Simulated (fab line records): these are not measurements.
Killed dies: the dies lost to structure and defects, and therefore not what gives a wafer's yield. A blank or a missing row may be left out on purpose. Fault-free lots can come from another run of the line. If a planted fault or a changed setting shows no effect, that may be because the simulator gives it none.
The same fault as seen by 2 desks + flow n5Finfet + what lay behind the numbers comes last; until then each desk has only its own

## FROM THE METROLOGY DESK
Lot by lot, what the gauges showed, no matter which tool ran the lot: averages of those sampled wafers that carry a number. Marked OUT: a lot whose mean sits more than 4 standard deviations from the usual mean, which makes it out of limits; the brackets give that distance. It has 10 readings; the 7 that lie furthest out on some lot are the ones shown.
Columns: A = DIBL_P at N5_BEOL_M4_RC_MEAS_101, usual 37.3 mV/V; B = IOFF_N at N5_BEOL_M4_RC_MEAS_101, usual 0.16 nA/um; C = IOFF_P at N5_BEOL_M4_RC_MEAS_101, usual 0.22 nA/um; D = ION_N at N5_BEOL_M4_RC_MEAS_101, usual 673 uA/um; E = ION_P at N5_BEOL_M4_RC_MEAS_101, usual 463 uA/um; F = SS_N at N5_BEOL_M4_RC_MEAS_101, usual 71.6 mV/dec; G = VT_P at N5_BEOL_M4_RC_MEAS_101, usual -250 mV
| lot  | first seen here | A    | B    | C    | D   | E   | F    | G    |
|------|-----------------|------|------|------|-----|-----|------|------|
| L434 | day 8 22:41     | 40.4 | 0.21 | 0.29 | 687 | 473 | 71.9 | -246 |
| L436 | day 9 02:05     | 35.4 | 0.15 | 0.19 | 664 | 451 | 71.8 | -255 |
| L437 | day 9 07:04     | 34.3 | 0.15 | 0.18 | 670 | 453 | 71.1 | -255 |
| L439 | day 10 02:21    | 38.0 | 0.18 | 0.23 | 672 | 463 | 71.7 | -249 |
| L442 | day 10 09:36    | 38.2 | 0.18 | 0.28 | 677 | 477 | 71.5 | -244 |
| L450 | day 12 07:57    | 34.8 | 0.13 | 0.20 | 658 | 454 | 71.5 | -252 |
| L449 | day 12 09:53    | 38.4 | 0.18 | 0.24 | 674 | 462 | 71.5 | -247 |
| L452 | day 13 16:40    | 34.7 | 0.14 | 0.18 | 668 | 456 | 70.7 | -255 |
| L453 | day 13 20:19    | 38.0 | 0.15 | 0.22 | 671 | 465 | 71.6 | -250 |
| L455 | day 13 23:04    | 36.8 | 0.14 | 0.20 | 662 | 456 | 71.1 | -251 |
This desk's verdict: no lot among the 10 shows anything out of limits.

## THE TOOL OWNER'S DESK: pecvd-04
The tool's own readings at N5_BEOL_M2_PECVD_72 (deposits SiO2 from TEOS/O2, target thk 16 nm, time 18 s): means of the sampled wafers that have a number, for each lot that ran on this tool. Marked OUT: a lot whose mean sits more than 4 standard deviations from the usual mean, which makes it out of limits; the brackets give that distance.
Columns: A = heaterPowerW at N5_BEOL_M2_PECVD_72, usual 707 W; B = showerheadPlenumPTorr at N5_BEOL_M2_PECVD_72, usual 8.763 Torr; C = throttleValvePct at N5_BEOL_M2_PECVD_72, usual 22.2 %
| lot  | first seen here | A   | B     | C    |
|------|-----------------|-----|-------|------|
| L434 | day 7 01:32     | 699 | 8.771 | 22.7 |
| L436 | day 7 13:54     | 771 | 8.769 | 22.7 |
| L437 | day 7 18:20     | 707 | 8.754 | 22.6 |
| L439 | day 8 09:20     | 692 | 8.757 | 22.5 |
| L442 | day 9 00:16     | 622 | 8.744 | 22.3 |
| L452 | day 11 21:26    | 695 | 8.751 | 21.4 |
This desk's verdict: no lot among the 6 shows anything out of limits.

## TAKEN TOGETHER
From the metrology desk's view, nothing was out of limits.
Nothing out of limits was seen by the tool owner's desk.

## WHAT THE SIMULATOR PUT IN
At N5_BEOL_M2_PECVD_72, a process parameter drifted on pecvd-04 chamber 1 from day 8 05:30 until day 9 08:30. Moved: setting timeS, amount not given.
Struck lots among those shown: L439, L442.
